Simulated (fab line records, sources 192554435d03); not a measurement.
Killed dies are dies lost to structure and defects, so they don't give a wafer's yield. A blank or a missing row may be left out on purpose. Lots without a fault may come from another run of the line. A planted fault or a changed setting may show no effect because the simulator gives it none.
Chamber matching | flow n5_finfet | N5_BEOL_M9_STRIP_19 on rie_diel-01: 4 sister chambers
The step strips in O2. 30 wafers are shown with their chamber, then 12 later ones without.

WAFERS WITH THEIR CHAMBER
wafer  | chamber | showerhead_plenum_p_Torr (Torr) | throttle_valve_pct (%) | oes_product_au (a.u.)
L074.1 | 2       | 2.20                            | 16.97                  | 0.72
L074.2 | 1       | 2.12                            | 16.49                  | 0.96
L074.3 | 0       | 2.07                            | 17.00                  | 0.69
L074.4 | 3       | 2.09                            | 16.97                  | 0.77
L074.5 | 0       | 2.07                            | 16.99                  | 0.69
L074.6 | 1       | 2.12                            | 16.50                  | 0.97
L076.1 | 2       | 2.20                            | 16.97                  | 0.72
L076.2 | 0       | 2.07                            | 16.99                  | 0.69
L076.3 | 1       | 2.12                            | 16.46                  | 0.94
L076.4 | 0       | 2.07                            | 16.97                  | 0.69
L076.5 | 1       | 2.12                            | 16.48                  | 0.94
L076.6 | 2       | 2.20                            | 16.97                  | 0.71
L075.2 | 1       | 2.12                            | 16.49                  | 0.95
L075.5 | 2       | 2.20                            | 16.96                  | 0.73
L075.6 | 0       | 2.07                            | 16.95                  | 0.69
L088.1 | 3       | 2.09                            | 17.00                  | 0.75
L088.2 | 2       | 2.19                            | 17.00                  | 0.71
L088.3 | 1       | 2.11                            | 16.53                  | 0.90
L087.1 | 2       | 2.19                            | 16.98                  | 0.70
L087.2 | 1       | 2.11                            | 16.55                  | 0.89
L087.3 | 3       | 2.09                            | 17.00                  | 0.75
L090.1 | 3       | 2.08                            | 17.07                  | 0.74
L090.2 | 1       | 2.11                            | 16.56                  | 0.87
L090.3 | 0       | 2.07                            | 16.56                  | 0.96
L090.4 | 2       | 2.18                            | 17.04                  | 0.68
L090.5 | 2       | 2.18                            | 17.03                  | 0.69
L090.6 | 1       | 2.11                            | 16.57                  | 0.87
L096.1 | 3       | 2.08                            | 17.05                  | 0.73
L096.2 | 2       | 2.18                            | 17.03                  | 0.69
L096.3 | 0       | 2.06                            | 16.59                  | 0.94

SIGNATURES (means of the wafers above)
reading                  | chamber 0 | chamber 1 | chamber 2 | chamber 3 | scatter within a chamber
showerhead_plenum_p_Torr | 2.0686    | 2.1156    | 2.1911    | 2.0860    | 0.00655
throttle_valve_pct       | 16.8643   | 16.5144   | 16.9944   | 17.0180   | 0.101
oes_product_au           | 0.7643    | 0.9211    | 0.7056    | 0.7480    | 0.0656
Rule: a wafer's distance from a chamber is the root of the sum, over the readings, of the square of ((its reading less the chamber's mean) divided by the reading's scatter). The wafer belongs to the nearest chamber; if the next one is less than 2 further off, it can't be placed. The scatter: the root of (the sum of the squares of (reading less its chamber's mean) over the shown wafers, divided by (wafers less chambers)).

WAFERS WITHOUT THEIR CHAMBER
wafer  | showerhead_plenum_p_Torr (Torr) | throttle_valve_pct (%) | oes_product_au (a.u.)
L096.4 | 2.10                            | 16.56                  | 0.85
L096.5 | 2.08                            | 17.06                  | 0.72
L096.6 | 2.06                            | 16.56                  | 0.93
L095.1 | 2.08                            | 17.05                  | 0.72
L095.2 | 2.06                            | 16.57                  | 0.93
L095.3 | 2.18                            | 17.04                  | 0.69
L095.4 | 2.10                            | 16.57                  | 0.85
L095.5 | 2.08                            | 17.05                  | 0.72
L095.6 | 2.06                            | 16.56                  | 0.92
L097.2 | 2.10                            | 16.58                  | 0.87
L097.4 | 2.08                            | 17.04                  | 0.73
L097.5 | 2.10                            | 16.58                  | 0.86

WHICH CHAMBER EACH WENT THROUGH
wafer  | from the rows above     | in truth
L096.4 | 1                       | 1
L096.5 | can't be placed: 3 or 0 | 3
L096.6 | 0                       | 0
L095.1 | can't be placed: 3 or 0 | 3
L095.2 | 0                       | 0
L095.3 | 2                       | 2
L095.4 | 1                       | 1
L095.5 | can't be placed: 3 or 0 | 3
L095.6 | 0                       | 0
L097.2 | 1                       | 1
L097.4 | can't be placed: 3 or 0 | 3
L097.5 | 1                       | 1
Placed correctly: 8 of 12. Can't be placed from these rows: 4 (the true chamber is among the candidates in 4). Placed wrongly: 0.
